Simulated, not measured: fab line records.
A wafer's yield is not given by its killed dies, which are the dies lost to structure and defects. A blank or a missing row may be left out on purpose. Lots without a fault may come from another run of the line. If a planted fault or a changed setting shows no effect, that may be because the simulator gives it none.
Which of the tools did it? :: flow nand harc :: route of 1302 steps, sampled at 1 step: 7 lots, 21 wafers

WHAT EACH GAUGE READ, for each wafer
NHARC_A_START_INSPECT_01.
lot: L769
measured: day 7 06:26
on: defect inspect-02
raw defect count: 2 2 3

lot: L771
measured: day 8 05:31
on: defect inspect-01
raw defect count: 1 4 3

lot: L774
measured: day 9 07:16
on: defect inspect-01
raw defect count: 2 1 6

lot: L778
measured: day 10 23:46
on: defect inspect-02
raw defect count: 4 5 3

lot: L784
measured: day 13 10:44
on: defect inspect-02
raw defect count: 0 4 6

lot: L786
measured: day 14 09:22
on: defect inspect-02
raw defect count: 6 2 5

lot: L789
measured: day 15 09:33
on: defect inspect-01
raw defect count: 3 1 4

EACH LOT AND THE TOOL THAT RAN IT (in order: tool; ch and the chambers of the sampled wafers; start)
There is no process step in the record ahead of these readings.

THE ANSWER, worked out from the rows above alone
Rule: the usual values come from the lots themselves. Put in order of their means at a reading, lots are off if they are a third of the lots or fewer, leave a main group of 4 or more, and stand apart from it by a gap of 3 or more times the standard deviation of the main group's means; of several such gaps the widest counts. A main group whose means are all the same, to the digits that the tables above print for the reading, isn't used. A lot without any number at a reading at which 4 lots or more have one is off too. The other lots that the step has rows for count as sound.
Nothing can be told from this: no lot is off at any reading shown.

WHAT THE SIMULATOR PUT IN
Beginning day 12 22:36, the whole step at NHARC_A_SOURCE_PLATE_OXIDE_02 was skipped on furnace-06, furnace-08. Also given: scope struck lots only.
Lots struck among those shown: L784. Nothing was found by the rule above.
